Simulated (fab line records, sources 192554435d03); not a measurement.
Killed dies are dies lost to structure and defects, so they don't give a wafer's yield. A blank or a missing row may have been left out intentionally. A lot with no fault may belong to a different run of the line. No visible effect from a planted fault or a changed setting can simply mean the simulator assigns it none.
Which tool was responsible? + flow n5_finfet + 11 lots, 29 wafers sampled, at 5 steps of a route of 1938

== WHAT THE GAUGES READ, wafer by wafer ==
N5_FIN_SAQP_THK_MEAS_07. Usual: thk_nm at 59.9 nm, with a standard deviation of 0.98.
| lot  | measured    | on            | thk_nm (nm)    | flag |
|------|-------------|---------------|----------------|------|
| L729 | day 2 21:08 | film_metro-01 | 60.5 60.2 60.9 |      |
| L733 | day 3 21:47 | film_metro-01 | 59.0 60.4      |      |
| L734 | day 4 03:59 | film_metro-01 | 59.3 59.0 59.2 |      |
| L735 | day 4 09:55 | film_metro-01 | 59.5 58.8      |      |
| L736 | day 4 16:08 | film_metro-01 | 60.5 59.6 61.2 |      |
| L739 | day 5 09:31 | film_metro-01 | 58.0 58.9 60.4 |      |
| L740 | day 5 16:20 | film_metro-02 | 60.7 62.4      |      |
| L741 | day 5 22:13 | film_metro-02 | 59.4 60.5 59.5 |      |
| L742 | day 6 03:04 | film_metro-01 | 60.7 61.1      |      |
| L745 | day 6 21:22 | film_metro-02 | 58.9 59.5 60.3 |      |
| L748 | day 7 15:05 | film_metro-01 | 59.4 61.2 60.1 |      |

N5_FIN_SAQP_OVL_MEAS_17. Usual: for FIN_CORE_OVL the level is -0.1 nm and the standard deviation is 0.92.
| lot  | measured    | on         | FIN_CORE_OVL (nm) | flag |
|------|-------------|------------|-------------------|------|
| L729 | day 2 21:41 | overlay-01 | -0.4 0.2 -0.6     |      |
| L733 | day 3 22:19 | overlay-02 | 0.4 -0.1          |      |
| L734 | day 4 04:32 | overlay-01 | 0.1 0.1 -1.0      |      |
| L735 | day 4 10:26 | overlay-01 | -0.4 0.6          |      |
| L736 | day 4 16:40 | overlay-02 | -2.1 0.5 -0.8     |      |
| L739 | day 5 10:02 | overlay-02 | 1.4 -1.2 0.7      |      |
| L740 | day 5 16:51 | overlay-01 | -1.9 -0.5         |      |
| L741 | day 5 22:46 | overlay-01 | -1.5 -0.1 -0.4    |      |
| L742 | day 6 03:28 | overlay-01 | 1.2 -0.6          |      |
| L745 | day 6 21:53 | overlay-02 | -1.5 1.3 -0.6     |      |
| L748 | day 7 15:36 | overlay-01 | -0.6 0.0 0.2      |      |

N5_BEOL_M4_RC_MEAS_101. Usual: DIBL_N 36.2 mV/V, standard deviation 2.2; DIBL_P 36.5 mV/V, standard deviation 3; IOFF_N 0.16 nA/um, standard deviation 0.039; IOFF_P 0.22 nA/um, standard deviation 0.047; ION_N 675 uA/um, standard deviation 15; ION_P 463 uA/um, standard deviation 10; SS_N 71.6 mV/dec, standard deviation 0.71; SS_P 73.4 mV/dec, standard deviation 0.94; VT_N 250 mV, standard deviation 3.6; VT_P -250 mV, standard deviation 3.9.
| lot  | measured     | on        | DIBL_N (mV/V)  | DIBL_P (mV/V)  | IOFF_N (nA/um) | IOFF_P (nA/um) | ION_N (uA/um) | ION_P (uA/um) | SS_N (mV/dec)  | SS_P (mV/dec)  | VT_N (mV)   | VT_P (mV)      | flag |
|------|--------------|-----------|----------------|----------------|----------------|----------------|---------------|---------------|----------------|----------------|-------------|----------------|------|
| L729 | day 9 02:36  | prober-02 | 35.1 35.4 32.2 | 35.7 37.1 32.7 | 0.14 0.15 0.10 | 0.18 0.21 0.16 | 664 678 650   | 451 468 450   | 71.3 71.5 70.5 | 73.3 73.0 72.2 | 253 250 257 | -254 -250 -253 |      |
| L733 | day 10 02:25 | prober-02 | 29.9 35.6      | 28.0 35.0      | 0.08 0.17      | 0.10 0.17      | 634 681       | 431 455       | 70.5 71.5      | 71.9 72.6      | 259 247     | -261 -256      |      |
| L734 | day 10 07:01 | prober-02 | 40.5 36.6 38.3 | 43.2 39.1 40.2 | 0.26 0.15 0.21 | 0.26 0.20 0.20 | 697 676 686   | 459 455 452   | 72.7 71.8 71.9 | 74.4 74.3 73.9 | 244 252 246 | -251 -254 -253 |      |
| L735 | day 10 11:17 | prober-02 | 37.8 32.0      | 41.4 33.5      | 0.19 0.10      | 0.29 0.17      | 672 647       | 471 454       | 72.0 69.9      | 73.6 72.1      | 249 255     | -245 -251      |      |
| L736 | day 10 14:29 | prober-02 | 35.6 35.6 33.2 | 36.8 36.7 34.3 | 0.15 0.15 0.12 | 0.21 0.20 0.18 | 663 690 657   | 463 473 454   | 71.8 71.2 70.3 | 73.6 73.7 73.6 | 252 251 255 | -248 -251 -251 |      |
| L739 | day 11 16:50 | prober-01 | 38.2 35.4 34.8 | 38.9 36.4 36.2 | 0.18 0.13 0.15 | 0.21 0.17 0.19 | 669 667 698   | 458 461 475   | 71.9 71.2 70.6 | 74.2 73.1 73.2 | 249 253 248 | -252 -256 -252 |      |
| L740 | day 12 10:34 | prober-01 | 39.0 39.0      | 37.4 38.4      | 0.17 0.19      | 0.22 0.25      | 673 692       | 453 470       | 72.1 71.7      | 74.3 74.8      | 249 248     | -251 -249      |      |
| L741 | day 12 08:26 | prober-02 | 36.4 36.7 33.9 | 37.1 37.5 33.5 | 0.15 0.15 0.12 | 0.20 0.21 0.16 | 681 680 657   | 471 474 453   | 71.8 71.8 70.7 | 73.2 73.5 72.0 | 253 252 254 | -250 -250 -253 |      |
| L742 | day 12 16:28 | prober-02 | 36.8 38.3      | 36.2 38.6      | 0.18 0.21      | 0.21 0.24      | 690 686       | 460 462       | 72.1 71.9      | 73.8 74.4      | 246 244     | -250 -248      |      |
| L745 | day 12 22:52 | prober-01 | 36.1 34.7 37.6 | 37.7 35.3 37.5 | 0.18 0.15 0.20 | 0.27 0.22 0.26 | 673 683 681   | 466 473 467   | 72.0 71.0 71.9 | 74.1 73.4 73.8 | 249 249 244 | -245 -248 -247 |      |
| L748 | day 14 09:05 | prober-01 | 34.2 36.0 32.6 | 36.4 37.1 33.2 | 0.15 0.18 0.12 | 0.21 0.22 0.17 | 678 682 665   | 460 462 457   | 71.5 71.9 71.3 | 74.1 73.2 72.6 | 248 246 251 | -249 -250 -254 |      |

== EACH LOT AND THE TOOL THAT RAN IT (in order: tool; ch and the chambers of the sampled wafers; start) ==
| lot  | N5_FIN_SAQP_SPACER1_ALD_24       | N5_FIN_SAQP_RECESS_71             |
|------|----------------------------------|-----------------------------------|
| L729 | ald_sin-04 ch 0,2,3, day 2 23:19 | vapor_etch-02 ch 0,1, day 3 01:10 |
| L733 | ald_sin-03 ch 0,1, day 3 23:29   | vapor_etch-01 ch 0,1, day 4 01:35 |
| L734 | ald_sin-01 ch 0,1,2, day 4 05:47 | vapor_etch-02 ch 0,1, day 4 07:36 |
| L735 | ald_sin-04 ch 1, day 4 11:35     | vapor_etch-01 ch 0,1, day 4 13:25 |
| L736 | ald_sin-04 ch 0,1,2, day 4 17:49 | vapor_etch-01 ch 0,1, day 4 19:50 |
| L739 | ald_sin-03 ch 0,2, day 5 11:46   | vapor_etch-02 ch 0,1, day 5 13:39 |
| L740 | ald_sin-01 ch 0,3, day 5 18:01   | vapor_etch-02 ch 0,1, day 5 20:04 |
| L741 | ald_sin-04 ch 0,2,3, day 6 00:16 | vapor_etch-02 ch 0,1, day 6 01:48 |
| L742 | ald_sin-01 ch 2,3, day 6 04:40   | vapor_etch-01 ch 0,1, day 6 06:38 |
| L745 | ald_sin-04 ch 0,2,3, day 6 23:02 | vapor_etch-02 ch 0,1, day 7 00:50 |
| L748 | ald_sin-03 ch 2,3, day 7 16:55   | vapor_etch-01 ch 0, day 7 19:13   |
- N5_FIN_SAQP_SPACER1_ALD_24: deposits SiO2, target thk 20.3 nm, pulse time 1 s, purge time 2 s.
- N5_FIN_SAQP_RECESS_71: chemistry HF/NH3, target SiO2, target depth 3 nm, afs cycles 1, sublimation time 60 s.

== WHAT THE TOOLS THEMSELVES READ (means of the sampled wafers that have a number; where no wafer has one, the mark that the record gives instead) ==
N5_FIN_SAQP_SPACER1_ALD_24. Usual: heater_power_w 472 W, standard deviation 58; precursor_pulse_height_rel 1.003, standard deviation 0.019; susceptor_temp_C 299.97 C, standard deviation 0.22.
| lot  | tool       | heater_power_w (W) | precursor_pulse_height_rel | susceptor_temp_C (C) | flag |
|------|------------|--------------------|----------------------------|----------------------|------|
| L729 | ald_sin-04 | 453                | 0.998                      | 299.96               |      |
| L733 | ald_sin-03 | 431                | 1.021                      | 299.98               |      |
| L734 | ald_sin-01 | 473                | 1.002                      | 299.92               |      |
| L735 | ald_sin-04 | 576                | 1.007                      | 299.94               |      |
| L736 | ald_sin-04 | 472                | 0.993                      | 300.00               |      |
| L739 | ald_sin-03 | 411                | 1.003                      | 300.07               |      |
| L740 | ald_sin-01 | 514                | 0.986                      | 299.99               |      |
| L741 | ald_sin-04 | 520                | 0.997                      | 317.13               | OFF  |
| L742 | ald_sin-01 | 535                | 1.023                      | 299.91               |      |
| L745 | ald_sin-04 | 519                | 0.997                      | 317.09               | OFF  |
| L748 | ald_sin-03 | 437                | 1.003                      | 300.08               |      |

N5_FIN_SAQP_RECESS_71. Usual: drypump_motor_current_A 5.52 A, standard deviation 0.12; foreline_p_Torr 0.1279 Torr, standard deviation 0.00042.
| lot  | tool          | drypump_motor_current_A (A) | foreline_p_Torr (Torr) | flag |
|------|---------------|-----------------------------|------------------------|------|
| L729 | vapor_etch-02 | 5.42                        | 0.1281                 |      |
| L733 | vapor_etch-01 | 5.64                        | 0.1283                 |      |
| L734 | vapor_etch-02 | 5.43                        | 0.1279                 |      |
| L735 | vapor_etch-01 | 5.64                        | 0.1281                 |      |
| L736 | vapor_etch-01 | 5.68                        | 0.1279                 |      |
| L739 | vapor_etch-02 | 5.46                        | 0.1278                 |      |
| L740 | vapor_etch-02 | 5.45                        | 0.1275                 |      |
| L741 | vapor_etch-02 | 5.48                        | 0.1283                 |      |
| L742 | vapor_etch-01 | 5.66                        | 0.1281                 |      |
| L745 | vapor_etch-02 | 5.42                        | 0.1281                 |      |
| L748 | vapor_etch-01 | 5.67                        | 0.1276                 |      |

== THE ANSWER, worked out from the rows above alone ==
Rule: lot off if the mean of its wafers having a number is beyond 3 standard deviations from the usual mean. Also off: a lot with no number at a reading for which 4 or more lots have one. Where the step has rows for the other lots, those lots are counted as sound. The gauges are gone through in route order, then the tools' own readings, and for those a lot's mean is taken as printed above. At the first step where some lot is off, the reading lying furthest off is the one used; lots without a number count as furthest.
Off, at N5_FIN_SAQP_SPACER1_ALD_24 on susceptor_temp_C: L741, L745.
If a tool, at that step or one of the process steps before it, ran each lot that is off and ran no sound lot following the first of them, it fits. One fits: N5_FIN_SAQP_SPACER1_ALD_24 on ald_sin-04. Its last sound lot is L736 (day 4 17:49), its first lot that is off L741 (day 6 00:16): a fault that began between those two fits.
On the lots that are off, the tool's own readings at N5_FIN_SAQP_SPACER1_ALD_24 differ by more than 5 times the standard deviation of the sound lots' means, which bears it out; susceptor_temp_C reads 317.11 C there versus 299.98 C on the sound lots.

== WHAT HAD BEEN PUT IN BY THE SIMULATOR ==
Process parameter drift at N5_FIN_SAQP_SPACER1_ALD_24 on ald_sin-04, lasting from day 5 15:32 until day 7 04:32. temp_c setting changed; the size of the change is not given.
Shown lots that were struck: L741, L745. The rule above found the same.
